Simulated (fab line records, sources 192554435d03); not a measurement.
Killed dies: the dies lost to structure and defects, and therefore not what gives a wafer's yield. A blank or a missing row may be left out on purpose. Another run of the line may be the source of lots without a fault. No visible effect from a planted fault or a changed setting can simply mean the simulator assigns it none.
fab line records	flow n5-finfet
record lots=5	wafers=15	last-day=16
route steps=1938 shown WELL_APT@33 PMOS_HMC_CHANNEL_EPI@57
lots that met no fault: from a run of the same line without faults
start-h: start of the lot's first displayed wafer, in hours after the record's first day	wait-h: hours elapsed since this lot's preceding step	" repeats the value in the row above	L1.1+2: a single row standing in for several wafers	- value missing, or start not given	* or withheld: withheld	< > ~ a bound
route shown NAME@n: a module of which the file shows steps, and the number in the route of the first	usual: mean/standard deviation taken from wafers without a fault	same: alike in all rows	chamber/n: place in a boat	sites: readings site by site	_std_site: the standard deviation of these	_edge_site: inner sites' mean taken away from outer sites' mean	radius-mm: how far each site lies from the wafer's centre	mask NAME#n: copy n	behind: the last tool/chamber to shape the wafer	hold: cause of the lot's hold/its duration in hours/its outcome	device: the n, p or np transistor that did not switch	end of line: the route-end tests of the same wafers	a step with no rows: only its recipe	killed: dies that structure and defects cost at the first sort, which is not the same as the wafer's yield	map: the dies of a wafer, with x for killed, . for not killed, _ for no die there
set.NAME: the setting that was run; set.NAME@STEP: the one run at that earlier step	model.NAME: the simulator's own value behind a step, which no gauge read
lots at selected steps of the route; one table per step, one row per wafer
services: a tool's chamber out of use, with start hour (start-h, from the record's first day; less than 0 if before it), hours out, and reason
## steps
# step N5_WELL_APT_IMPLANT_15
# recipe species=As	energy-kev=25	dose-cm2=1.5e+13	tilt-deg=0	rotation-deg=0
# usual dose-ions-cm2=1.4999e+13/1.7e+10	faraday-current-uA=190/4.1
lot.wafer	tool	chamber	start-h	wait-h	dose-ions-cm2	faraday-current-uA
L075.1	implanter-02	0	20.10	0.1	1.5024e+13	198
L075.3	"	0	"	"	1.5008e+13	198
L075.4	"	0	"	"	1.4975e+13	194
L081.2	implanter-02	0	56.04	0.1	1.499e+13	184
L081.3	"	0	"	"	1.4999e+13	194
L081.6	"	0	"	"	1.4998e+13	185
L083.2	implanter-02	0	68.18	0.1	1.4978e+13	183
L083.5	"	0	"	"	1.4998e+13	193
L083.6	"	0	"	"	1.4999e+13	193
L089.1	implanter-02	0	104.39	0.1	1.5e+13	190
L089.3	"	0	"	"	1.4977e+13	198
L089.4	"	0	"	"	1.4997e+13	193
L093.1	implanter-01	0	127.99	0.1	1.4968e+13	193
L093.4	"	0	"	"	1.4965e+13	190
L093.5	"	0	"	"	1.4994e+13	185
# step N5_WELL_APT_STRIP_16
# recipe chemistry=SPM	time-s=900	temp-c=130	h2so4-h2o2-vol-ratio=4	dry=ipa-marangoni
# usual bath-heat-duty-pct=14.8/1.6
lot.wafer	tool	chamber	start-h	wait-h	bath-heat-duty-pct
L075.1	wet-bench-03	3	20.31	0.2	12.3
L075.3	"	6	"	"	13.4
L075.4	"	0	"	"	13.6
L081.2	wet-bench-03	1	56.23	0.2	14.5
L081.3	"	4	"	"	15.1
L081.6	"	5	"	"	17.2
L083.2	wet-bench-05	3	68.35	0.1	16.6
L083.5	"	0	"	"	14.3
L083.6	"	5	"	"	15.2
L089.1	wet-bench-03	0	104.60	0.2	12.7
L089.3	"	3	"	"	12.3
L089.4	"	5	"	"	17.2
L093.1	wet-bench-03	4	128.20	0.2	14.1
L093.4	"	3	"	"	12.3
L093.5	"	5	"	"	17.5
# step N5_WELL_APT_HMDS_18
# recipe time-s=60	temp-c=120
lot.wafer	tool	chamber	start-h	wait-h
L075.1+3+4	litho-track-01	0	20.58	0.0
L081.2+3+6	litho-track-04	0	56.51	0.0
L083.2+5+6	litho-track-04	0	68.88	0.0
L089.1+3+4	litho-track-03	0	104.88	0.0
L093.1+4+5	litho-track-03	0	128.50	0.0
# step N5_WELL_APT_COAT_19
# recipe spin-rpm=1357	resist-thk-nm=950
lot.wafer	tool	chamber	start-h	wait-h
L075.1+3+4	litho-track-01	0	-	-
L081.2+3+6	litho-track-04	0	-	-
L083.2+5+6	litho-track-04	0	-	-
L089.1+3+4	litho-track-03	0	-	-
L093.1+4+5	litho-track-03	0	-	-
# step N5_WELL_APT_EBR_21
# recipe solvent=PGMEA	ebr-width-mm=1.5
lot.wafer	tool	chamber	start-h	wait-h
L075.1+3+4	litho-track-01	0	-	-
L081.2+3+6	litho-track-04	0	-	-
L083.2+5+6	litho-track-04	0	-	-
L089.1+3+4	litho-track-03	0	-	-
L093.1+4+5	litho-track-03	0	-	-
# step N5_WELL_APT_SOFTBAKE_20
# recipe temp-c=130	time-s=60
lot.wafer	tool	chamber	start-h	wait-h
L075.1+3+4	litho-track-01	0	-	-
L081.2+3+6	litho-track-04	0	-	-
L083.2+5+6	litho-track-04	0	-	-
L089.1+3+4	litho-track-03	0	-	-
L093.1+4+5	litho-track-03	0	-	-
# step N5_WELL_APT_EXPOSE_22
# recipe mask-id=PWELL	na=0.8	source-shape=conventional	sigma-outer=0.8	polarization=unpolarized	defocus-nm=0	target-cd-nm=200	dose-mj=23.2
lot.wafer	tool	chamber	start-h	wait-h	mask
L075.1+3+4	krf-scanner-01	0	20.68	-	PWELL#0
L081.2+3+6	krf-scanner-01	0	56.74	-	PWELL#0
L083.2+5+6	krf-scanner-02	0	69.11	-	PWELL#0
L089.1+3+4	krf-scanner-01	0	105.11	-	PWELL#0
L093.1+4+5	krf-scanner-01	0	128.60	-	PWELL#0
# step N5_WELL_APT_PEB_23
# recipe peb-temp-c=130	peb-time-s=90
lot.wafer	tool	chamber	start-h	wait-h
L075.1+3+4	litho-track-03	0	20.74	0.1
L081.2+3+6	litho-track-04	0	56.79	0.0
L083.2+5+6	litho-track-01	0	69.16	0.0
L089.1+3+4	litho-track-01	0	105.16	0.1
L093.1+4+5	litho-track-04	0	128.65	0.1
# step N5_WELL_APT_DEVELOP_24
# recipe develop-time-s=45	rinse-liquid=surfactant-rinse	dry=air-spin	dev-temp-c=21
lot.wafer	tool	chamber	start-h	wait-h
L075.1+3+4	litho-track-03	0	-	-
L081.2+3+6	litho-track-04	0	-	-
L083.2+5+6	litho-track-01	0	-	-
L089.1+3+4	litho-track-01	0	-	-
L093.1+4+5	litho-track-04	0	-	-
# step N5_WELL_APT_HARDBAKE_29
# recipe temp-c=130	time-s=120
lot.wafer	tool	chamber	start-h	wait-h
L075.1+3+4	litho-track-03	0	-	-
L081.2+3+6	litho-track-04	0	-	-
L083.2+5+6	litho-track-01	0	-	-
L089.1+3+4	litho-track-01	0	-	-
L093.1+4+5	litho-track-04	0	-	-
# step N5_WELL_APT_CD_MEAS_25
# recipe target-cd-nm=200	landing-energy-ev=500	detector=se-inlens
# usual cd-nm=199.1/2.6
lot.wafer	tool	chamber	start-h	wait-h	cd-nm
L075.1	cd-sem-01	0	20.85	-	199.3
L075.3	"	0	"	"	200.9
L075.4	"	0	"	"	197.9
L081.2	cd-sem-03	0	56.90	-	202.8
L081.3	"	0	"	"	199.0
L081.6	"	0	"	"	199.3
L083.2	cd-sem-03	0	69.28	-	196.9
L083.5	"	0	"	"	196.2
L083.6	"	0	"	"	196.0
L089.1	cd-sem-02	0	105.28	-	199.0
L089.3	"	0	"	"	197.2
L089.4	"	0	"	"	198.0
L093.1	cd-sem-02	0	128.77	-	200.4
L093.4	"	0	"	"	201.2
L093.5	"	0	"	"	197.7
# step N5_WELL_APT_OVL_MEAS_26
# recipe points-per-wafer=44
# usual PWELL_OVL=-4/5.4
lot.wafer	tool	chamber	start-h	wait-h	PWELL_OVL[nm]
L075.1	overlay-02	0	20.88	0.0	-3
L075.3	"	0	"	"	-3
L075.4	"	0	"	"	-2
L081.2	overlay-01	0	56.93	0.0	-11
L081.3	"	0	"	"	-2
L081.6	"	0	"	"	-12
L083.2	overlay-02	0	69.31	0.0	-7
L083.5	"	0	"	"	-11
L083.6	"	0	"	"	-2
L089.1	overlay-02	0	105.31	0.0	-11
L089.3	"	0	"	"	-16
L089.4	"	0	"	"	-4
L093.1	overlay-02	0	128.80	0.0	-5
L093.4	"	0	"	"	-2
L093.5	"	0	"	"	-3
# step N5_WELL_APT_INSPECT_27
# recipe mode=adi	inspect-instrument=macro
# usual raw-defect-count=1.9/1.4
lot.wafer	tool	chamber	start-h	wait-h	raw-defect-count
L075.1	defect-inspect-01	-	20.91	0.0	2
L075.3	"	-	"	"	4
L075.4	"	-	"	"	2
L081.2	defect-inspect-02	-	56.96	0.0	1
L081.3	"	-	"	"	2
L081.6	"	-	"	"	0
L083.2	defect-inspect-02	-	69.33	0.0	2
L083.5	"	-	"	"	3
L083.6	"	-	"	"	1
L089.1	defect-inspect-01	-	105.33	0.0	0
L089.3	"	-	"	"	1
L089.4	"	-	"	"	0
L093.1	defect-inspect-01	-	128.82	0.0	6
L093.4	"	-	"	"	1
L093.5	"	-	"	"	5
# step N5_WELL_APT_DESCUM_30
# recipe chemistry=O2	time-s=7.9	source-power-w=50	bias-power-w=20	pressure-mtorr=20	rf-frequency-hz=2.712e+07	temp-c=40	o2-flow-sccm=225
# usual drypump-motor-current-A=5.4/0.51	oes-product-au=0.77/0.097	rf-fwd-power-W=49.69/0.19	rf-vpp-V=243.5/1.2	showerhead-plenum-p-Torr=2.11/0.054	throttle-valve-pct=20.58/0.22
lot.wafer	tool	chamber	start-h	wait-h	drypump-motor-current-A	oes-product-au	rf-fwd-power-W	rf-hours-counter-h	rf-vpp-V	showerhead-plenum-p-Torr	throttle-valve-pct
L075.1	rie-diel-06	2	20.94	0.0	4.7	0.71	49.65	193	241.8	2.10	20.82
L075.3	"	3	"	"	4.8	0.73	49.70	149	244.1	2.20	20.72
L075.4	"	1	"	"	5.9	0.72	49.85	170	241.9	2.08	20.67
L081.2	rie-diel-05	2	56.99	0.0	4.9	0.77	49.68	118	241.9	2.04	20.59
L081.3	"	3	"	"	6.1	0.75	50.02	153	243.2	2.11	20.62
L081.6	"	1	"	"	5.1	0.68	49.61	-	245.3	2.14	20.60
L083.2	rie-diel-05	1	69.59	0.3	5.1	0.67	49.80	250	244.3	2.14	20.61
L083.5	"	3	"	"	6.1	0.74	50.02	-	243.4	2.10	20.66
L083.6	"	2	"	"	4.8	0.76	49.84	-	240.9	2.04	20.60
L089.1	rie-diel-03	3	105.37	0.0	5.5	0.71	49.67	209	243.0	2.17	20.73
L089.3	"	2	"	"	5.8	0.96	49.26	5	244.9	2.17	20.35
L089.4	"	1	"	"	5.9	0.68	49.62	-	243.1	2.07	20.83
L093.1	rie-diel-06	0	128.86	0.0	5.2	0.93	49.53	15	244.3	2.13	20.01
L093.4	"	2	"	"	4.7	0.69	50.05	235	243.0	2.08	20.87
L093.5	"	3	"	"	4.8	0.71	49.93	-	243.0	2.19	20.77
# step N5_WELL_APT_IMPLANT_31
# recipe species=B	energy-kev=60	dose-cm2=1.5e+13	tilt-deg=0	rotation-deg=0
# usual dose-ions-cm2=1.5001e+13/1.6e+10	faraday-current-uA=191/4.1
lot.wafer	tool	chamber	start-h	wait-h	dose-ions-cm2	faraday-current-uA
L075.1	implanter-01	0	21.04	0.1	1.5005e+13	189
L075.3	"	0	"	"	1.4983e+13	184
L075.4	"	0	"	"	1.4998e+13	185
L081.2	implanter-02	0	57.12	0.1	1.5009e+13	192
L081.3	"	0	"	"	1.504e+13	189
L081.6	"	0	"	"	1.5018e+13	190
L083.2	implanter-02	0	69.72	0.1	1.4984e+13	188
L083.5	"	0	"	"	1.5002e+13	202
L083.6	"	0	"	"	1.5034e+13	196
L089.1	implanter-01	0	105.47	0.1	1.5022e+13	198
L089.3	"	0	"	"	1.5001e+13	188
L089.4	"	0	"	"	1.5008e+13	190
L093.1	implanter-02	0	128.96	0.1	1.4997e+13	192
L093.4	"	0	"	"	1.5e+13	192
L093.5	"	0	"	"	1.5024e+13	192
# step N5_WELL_APT_IMPLANT_32
# recipe species=BF2	energy-kev=50	dose-cm2=2e+13	tilt-deg=0	rotation-deg=0
# usual dose-ions-cm2=2.0002e+13/2.1e+10	faraday-current-uA=254/5.3
lot.wafer	tool	chamber	start-h	wait-h	dose-ions-cm2	faraday-current-uA
L075.1	implanter-01	0	21.22	0.1	1.9987e+13	254
L075.3	"	0	"	"	1.9993e+13	257
L075.4	"	0	"	"	2.0009e+13	255
L081.2	implanter-02	0	57.30	0.1	2.0004e+13	254
L081.3	"	0	"	"	2.0003e+13	258
L081.6	"	0	"	"	2.0039e+13	253
L083.2	implanter-02	0	69.90	0.1	1.9996e+13	247
L083.5	"	0	"	"	1.9975e+13	255
L083.6	"	0	"	"	1.9997e+13	254
L089.1	implanter-01	0	105.65	0.1	1.9988e+13	254
L089.3	"	0	"	"	1.9969e+13	245
L089.4	"	0	"	"	2.0005e+13	262
L093.1	implanter-02	0	129.14	0.1	1.9985e+13	247
L093.4	"	0	"	"	1.9991e+13	245
L093.5	"	0	"	"	2.0005e+13	263
# step N5_WELL_APT_STRIP_33
# recipe chemistry=SPM	time-s=900	temp-c=130	h2so4-h2o2-vol-ratio=4	dry=ipa-marangoni
# usual bath-heat-duty-pct=15.0/1.9
lot.wafer	tool	chamber	start-h	wait-h	bath-heat-duty-pct
L075.1	wet-bench-03	5	21.44	0.2	16.6
L075.3	"	3	"	"	12.5
L075.4	"	7	"	"	17.7
L081.2	wet-bench-03	7	57.47	0.1	18.2
L081.3	"	1	"	"	15.6
L081.6	"	2	"	"	14.5
L083.2	wet-bench-05	1	70.08	0.1	13.5
L083.5	"	2	"	"	14.9
L083.6	"	5	"	"	15.1
L089.1	wet-bench-05	1	105.86	0.2	12.7
L089.3	"	2	"	"	17.7
L089.4	"	3	"	"	16.8
L093.1	wet-bench-03	0	129.36	0.2	11.2
L093.4	"	2	"	"	14.7
L093.5	"	4	"	"	13.1
# step N5_WELL_APT_RTA_34
# recipe temp-c=1000	time-s=10	ambient=N2	idle-temp-c=600	ramp-up-c-per-s=150	ramp-down-c-per-s=60	cool-to-c=600
# usual lamp-power-pct=13.01/0.051	lamp_zone_6_pct=12.92/0.033	wafer_temp_C_max=1003.6/1
lot.wafer	tool	chamber	start-h	wait-h	lamp-power-pct	lamp_zone_6_pct	wafer_temp_C_max
L075.1	rtp-anneal-02	0	21.72	0.0	13.09	12.96	1004.3
L075.3	"	0	"	"	13.07	12.91	1004.2
L075.4	"	0	"	"	12.93	12.94	1005.8
L081.2	rtp-anneal-01	0	57.77	0.0	13.00	12.86	1003.4
L081.3	"	0	"	"	13.00	12.97	1003.5
L081.6	"	0	"	"	13.00	12.94	1005.3
L083.2	rtp-anneal-02	0	70.65	0.1	12.97	12.93	1003.7
L083.5	"	0	"	"	12.95	12.97	1004.4
L083.6	"	0	"	"	12.96	12.94	1002.6
L089.1	rtp-anneal-01	0	106.15	0.0	13.02	12.95	1006.1
L089.3	"	0	"	"	12.97	12.90	1003.8
L089.4	"	0	"	"	12.94	12.87	1003.6
L093.1	rtp-anneal-02	0	129.66	0.0	13.02	12.89	1003.8
L093.4	"	0	"	"	12.96	12.91	1004.0
L093.5	"	0	"	"	12.94	12.92	1002.2
# step N5_WELL_APT_OXIDE_STRIP_42
# recipe chemistry=dHF	dilution=25:1	time-s=45	temp-c=25	target=SiO2	target-depth-a=120
# usual bath-heat-duty-pct=6.3/1
lot.wafer	tool	chamber	start-h	wait-h	bath-heat-duty-pct
L075.1	wet-bench-03	1	21.86	0.1	6.2
L075.3	"	0	"	"	5.6
L075.4	"	6	"	"	6.4
L081.2	wet-bench-03	0	57.90	0.1	5.1
L081.3	"	7	"	"	6.7
L081.6	"	4	"	"	5.9
L083.2	wet-bench-02	7	70.93	0.3	5.1
L083.5	"	3	"	"	8.0
L083.6	"	4	"	"	6.7
L089.1	wet-bench-05	3	106.30	0.1	6.8
L089.3	"	1	"	"	5.2
L089.4	"	6	"	"	6.7
L093.1	wet-bench-03	2	129.80	0.1	5.8
L093.4	"	5	"	"	7.5
L093.5	"	6	"	"	5.1
# step N5_WELL_APT_PRECLEAN_36
# recipe chemistry=O3/DIW	time-s=45	temp-c=22	o3-ppm=10
# usual bath-heat-duty-pct=2.4/0.49	o3-ppm=10.00/0.11
lot.wafer	tool	chamber	start-h	wait-h	bath-heat-duty-pct	o3-ppm
L075.1	wet-bench-03	1	21.88	0.0	2.6	10.06
L075.3	"	0	"	"	2.0	10.10
L075.4	"	6	"	"	2.6	9.80
L081.2	wet-bench-03	0	57.91	0.0	2.4	10.04
L081.3	"	7	"	"	3.1	9.95
L081.6	"	4	"	"	1.7	10.11
L083.2	wet-bench-02	7	70.94	0.0	2.1	10.23
L083.5	"	3	"	"	3.5	10.00
L083.6	"	4	"	"	1.8	10.04
L089.1	wet-bench-05	3	106.31	0.0	2.4	10.19
L089.3	"	1	"	"	2.2	9.95
L089.4	"	6	"	"	3.0	10.08
L093.1	wet-bench-03	2	129.82	0.0	2.0	10.01
L093.4	"	5	"	"	2.3	9.93
L093.5	"	6	"	"	2.0	10.03
# step N5_WELL_APT_PRECLEAN_39
# recipe chemistry=dHF	time-s=60	dilution=150:1	temp-c=25
# usual bath-heat-duty-pct=6.4/0.87
lot.wafer	tool	chamber	start-h	wait-h	bath-heat-duty-pct
L075.1	wet-bench-03	1	21.89	0.0	5.9
L075.3	"	0	"	"	5.2
L075.4	"	6	"	"	5.7
L081.2	wet-bench-03	0	57.92	0.0	5.4
L081.3	"	7	"	"	7.4
L081.6	"	4	"	"	5.4
L083.2	wet-bench-02	7	70.96	0.0	5.3
L083.5	"	3	"	"	7.2
L083.6	"	4	"	"	5.9
L089.1	wet-bench-05	3	106.33	0.0	6.7
L089.3	"	1	"	"	5.6
L089.4	"	6	"	"	7.0
L093.1	wet-bench-03	2	129.83	0.0	5.6
L093.4	"	5	"	"	8.0
L093.5	"	6	"	"	6.4
# step N5_WELL_APT_SRD_37
# recipe dry=ipa-marangoni	do-ppb=5	time-s=30	temp-c=23	rinse-liquid=diw
# usual bath-heat-duty-pct=3.7/0.61
lot.wafer	tool	chamber	start-h	wait-h	bath-heat-duty-pct
L075.1	wet-bench-03	1	21.91	0.0	3.2
L075.3	"	0	"	"	2.7
L075.4	"	6	"	"	3.3
L081.2	wet-bench-03	0	57.94	0.0	2.7
L081.3	"	7	"	"	4.0
L081.6	"	4	"	"	3.8
L083.2	wet-bench-02	7	70.97	0.0	3.1
L083.5	"	3	"	"	3.9
L083.6	"	4	"	"	3.4
L089.1	wet-bench-05	3	106.35	0.0	4.0
L089.3	"	1	"	"	3.4
L089.4	"	6	"	"	4.1
L093.1	wet-bench-03	2	129.85	0.0	3.5
L093.4	"	5	"	"	5.1
L093.5	"	6	"	"	3.8
# step N5_WELL_APT_EPI_41
# recipe material=Si	target-thk-a=500	temp-c=650	precursor=SiH4/H2	pressure-torr=20	time-s=297.7
# usual throttle-valve-pct=11.3/0.3
lot.wafer	tool	chamber	start-h	wait-h	throttle-valve-pct
L075.1	epi-rpcvd-01	0	21.96	0.0	10.6
L075.3	"	0	"	"	10.9
L075.4	"	0	"	"	10.9
L081.2	epi-rpcvd-01	0	58.09	0.1	11.2
L081.3	"	0	"	"	10.9
L081.6	"	0	"	"	10.7
L083.2	epi-rpcvd-02	0	71.13	0.1	11.6
L083.5	"	0	"	"	11.4
L083.6	"	0	"	"	11.6
L089.1	epi-rpcvd-04	0	106.40	0.0	11.2
L089.3	"	0	"	"	11.3
L089.4	"	0	"	"	11.4
L093.1	epi-rpcvd-01	0	129.90	0.0	10.8
L093.4	"	0	"	"	10.8
L093.5	"	0	"	"	10.7
# step N5_WELL_APT_INSPECT_38
# recipe inspect-instrument=darkfield	mode=post-epi
# usual raw-defect-count=12/5.5
lot.wafer	tool	chamber	start-h	wait-h	raw-defect-count
L075.1	defect-inspect-02	-	22.59	0.5	11
L075.3	"	-	"	"	11
L075.4	"	-	"	"	7
L081.2	defect-inspect-02	-	58.62	0.4	4
L081.3	"	-	"	"	10
L081.6	"	-	"	"	7
L083.2	defect-inspect-01	-	71.67	0.4	16
L083.5	"	-	"	"	7
L083.6	"	-	"	"	8
L089.1	defect-inspect-02	-	107.03	0.5	9
L089.3	"	-	"	"	14
L089.4	"	-	"	"	16
L093.1	defect-inspect-01	-	130.74	0.7	18
L093.4	"	-	"	"	15
L093.5	"	-	"	"	19
# step N5_PMOS_HMC_CHANNEL_EPI_HM_DEP_34
# recipe material=SiO2	target-thk-a=360	temp-c=400	precursor=TEOS/O2	pressure-torr=6.5	rf-w=900	teos-flow-sccm=161.4	gas=O2	flow-sccm=2650	time-s=6.9
# usual heater-power-outer-w=287/42	heater-power-w=530/63	rf-fwd-power-W=886/4.2	showerhead-plenum-p-Torr=8.371/0.027	throttle-valve-pct=18.3/0.83
lot.wafer	tool	chamber	start-h	wait-h	heater-power-outer-w	heater-power-w	rf-fwd-power-W	showerhead-plenum-p-Torr	throttle-valve-pct
L075.1	pecvd-01	0	22.63	0.0	294	542	885	8.364	18.3
L075.3	"	2	"	"	263	535	886	8.392	17.3
L075.4	"	2	"	"	262	547	889	8.417	17.1
L081.2	pecvd-01	2	58.66	0.0	206	464	887	8.385	17.5
L081.3	"	1	"	"	208	441	886	8.341	18.3
L081.6	"	1	"	"	207	446	882	8.325	18.1
L083.2	pecvd-03	1	71.70	0.0	351	609	884	8.364	19.2
L083.5	"	0	"	"	313	496	890	8.373	19.0
L083.6	"	1	"	"	353	605	890	8.357	19.1
L089.1	pecvd-02	2	107.07	0.0	285	504	890	8.404	18.0
L089.3	"	0	"	"	249	486	888	8.389	17.2
L089.4	"	1	"	"	279	503	883	8.364	19.6
L093.1	pecvd-03	2	130.77	0.0	303	588	882	8.360	17.7
L093.4	"	2	"	"	305	599	881	8.358	18.0
L093.5	"	0	"	"	267	451	892	8.404	18.9
# step N5_PMOS_HMC_CHANNEL_EPI_COAT_31
# recipe resist=BARC	temp-c=205	time-s=60	spin-rpm=1500	resist-thk-nm=66
lot.wafer	tool	chamber	start-h	wait-h
L075.1+3+4	litho-track-04	0	22.68	0.0
L081.2+3+6	litho-track-05	0	58.72	0.0
L083.2+5+6	litho-track-02	0	71.76	0.0
L089.1+3+4	litho-track-04	0	107.13	0.0
L093.1+4+5	litho-track-04	0	130.83	0.0
# step N5_PMOS_HMC_CHANNEL_EPI_COAT_03
# recipe resist=CAR-ArF-block	spin-rpm=1500	resist-thk-nm=205
lot.wafer	tool	chamber	start-h	wait-h
L075.1+3+4	litho-track-04	0	-	-
L081.2+3+6	litho-track-05	0	-	-
L083.2+5+6	litho-track-02	0	-	-
L089.1+3+4	litho-track-04	0	-	-
L093.1+4+5	litho-track-04	0	-	-
# step N5_PMOS_HMC_CHANNEL_EPI_EBR_05
# recipe solvent=PGMEA	ebr-width-mm=1.5
lot.wafer	tool	chamber	start-h	wait-h
L075.1+3+4	litho-track-04	0	-	-
L081.2+3+6	litho-track-05	0	-	-
L083.2+5+6	litho-track-02	0	-	-
L089.1+3+4	litho-track-04	0	-	-
L093.1+4+5	litho-track-04	0	-	-
# step N5_PMOS_HMC_CHANNEL_EPI_SOFTBAKE_04
# recipe temp-c=110	time-s=60	resist=CAR-ArF-block
lot.wafer	tool	chamber	start-h	wait-h
L075.1+3+4	litho-track-04	0	-	-
L081.2+3+6	litho-track-05	0	-	-
L083.2+5+6	litho-track-02	0	-	-
L089.1+3+4	litho-track-04	0	-	-
L093.1+4+5	litho-track-04	0	-	-
# step N5_PMOS_HMC_CHANNEL_EPI_EXPOSE_06
# recipe mask-id=PMOS_HMC_BLK	na=1.35	source-shape=conventional	sigma-outer=0.8	polarization=unpolarized	target-cd-nm=240	dose-mj=41
lot.wafer	tool	chamber	start-h	wait-h	mask
L075.1+3+4	arfi-scanner-02	0	22.78	-	PMOS_HMC_BLK#0
L081.2+3+6	arfi-scanner-02	0	58.95	-	PMOS_HMC_BLK#0
L083.2+5+6	arfi-scanner-03	0	71.86	-	PMOS_HMC_BLK#0
L089.1+3+4	arfi-scanner-03	0	107.23	-	PMOS_HMC_BLK#0
L093.1+4+5	arfi-scanner-03	0	130.93	-	PMOS_HMC_BLK#0
# step N5_PMOS_HMC_CHANNEL_EPI_PEB_07
# recipe peb-temp-c=110	peb-time-s=60	resist=CAR-ArF-block
lot.wafer	tool	chamber	start-h	wait-h
L075.1+3+4	litho-track-02	0	22.84	0.1
L081.2+3+6	litho-track-04	0	59.00	0.0
L083.2+5+6	litho-track-05	0	71.91	0.0
L089.1+3+4	litho-track-05	0	107.28	0.1
L093.1+4+5	litho-track-05	0	130.99	0.1
# step N5_PMOS_HMC_CHANNEL_EPI_DEVELOP_08
# recipe develop-time-s=30	developer=TMAH	resist=CAR-ArF-block	dev-temp-c=23	rinse-liquid=diw	dry=air-spin
lot.wafer	tool	chamber	start-h	wait-h
L075.1+3+4	litho-track-02	0	-	-
L081.2+3+6	litho-track-04	0	-	-
L083.2+5+6	litho-track-05	0	-	-
L089.1+3+4	litho-track-05	0	-	-
L093.1+4+5	litho-track-05	0	-	-
# step N5_PMOS_HMC_CHANNEL_EPI_CD_MEAS_09
# recipe target-cd-nm=237.4	landing-energy-ev=500	detector=se-inlens
# usual cd-nm=237.4/1.3
lot.wafer	tool	chamber	start-h	wait-h	cd-nm
L075.1	cd-sem-01	0	22.91	-	239.8
L075.3	"	0	"	"	238.9
L075.4	"	0	"	"	239.9
L081.2	cd-sem-02	0	59.07	-	238.3
L081.3	"	0	"	"	236.6
L081.6	"	0	"	"	235.7
L083.2	cd-sem-03	0	71.98	-	239.5
L083.5	"	0	"	"	238.0
L083.6	"	0	"	"	239.2
L089.1	cd-sem-02	0	107.35	-	238.7
L089.3	"	0	"	"	239.2
L089.4	"	0	"	"	238.8
L093.1	cd-sem-03	0	131.05	-	238.1
L093.4	"	0	"	"	235.6
L093.5	"	0	"	"	236.9
# step N5_PMOS_HMC_CHANNEL_EPI_OVL_MEAS_10
# recipe points-per-wafer=44
# usual PMOS_HMC_BLK_OVL=0.5/0.73
lot.wafer	tool	chamber	start-h	wait-h	PMOS_HMC_BLK_OVL[nm]
L075.1	overlay-02	0	22.94	0.0	-0.3
L075.3	"	0	"	"	-0.9
L075.4	"	0	"	"	0.5
L081.2	overlay-01	0	59.10	0.0	0.7
L081.3	"	0	"	"	1.9
L081.6	"	0	"	"	0.8
L083.2	overlay-01	0	72.01	0.0	0.1
L083.5	"	0	"	"	0.0
L083.6	"	0	"	"	0.2
L089.1	overlay-01	0	107.38	0.0	0.5
L089.3	"	0	"	"	0.2
L089.4	"	0	"	"	1.4
L093.1	overlay-02	0	131.08	0.0	0.2
L093.4	"	0	"	"	0.3
L093.5	"	0	"	"	0.0
## services
tool	chamber	start-h	hours	kind
arfi-scanner-03	-	-2.74	1.3	pm
rie-diel-03	-	-0.72	2.8	pm
arfi-scanner-02	-	3.85	2.4	repair
arfi-scanner-02	-	8.79	1.0	pm
rie-diel-06	-	9.96	2.8	pm
implanter-01	-	22.19	60.3	repair
krf-scanner-01	-	22.69	3.6	pm
epi-rpcvd-02	-	23.25	2.8	pm
arfi-scanner-02	-	28.78	0.6	repair
arfi-scanner-03	-	40.84	1.0	pm
arfi-scanner-03	-	45.56	0.8	pm
wet-bench-03	-	67.16	4.4	pm
implanter-01	-	82.54	4.8	pm
arfi-scanner-02	-	87.05	1.3	pm
krf-scanner-01	-	90.32	1.3	pm
krf-scanner-01	-	92.08	0.8	pm
arfi-scanner-02	-	99.12	3.1	pm
pecvd-01	1	99.56	51.8	repair
rie-diel-06	0	100.78	9.1	repair
arfi-scanner-03	-	103.23	0.5	repair
implanter-02	-	108.23	4.1	pm
rie-diel-06	-	119.48	4.4	repair
arfi-scanner-03	-	122.76	1.3	pm
rie-diel-06	0	124.63	1.7	repair
## key
fault none
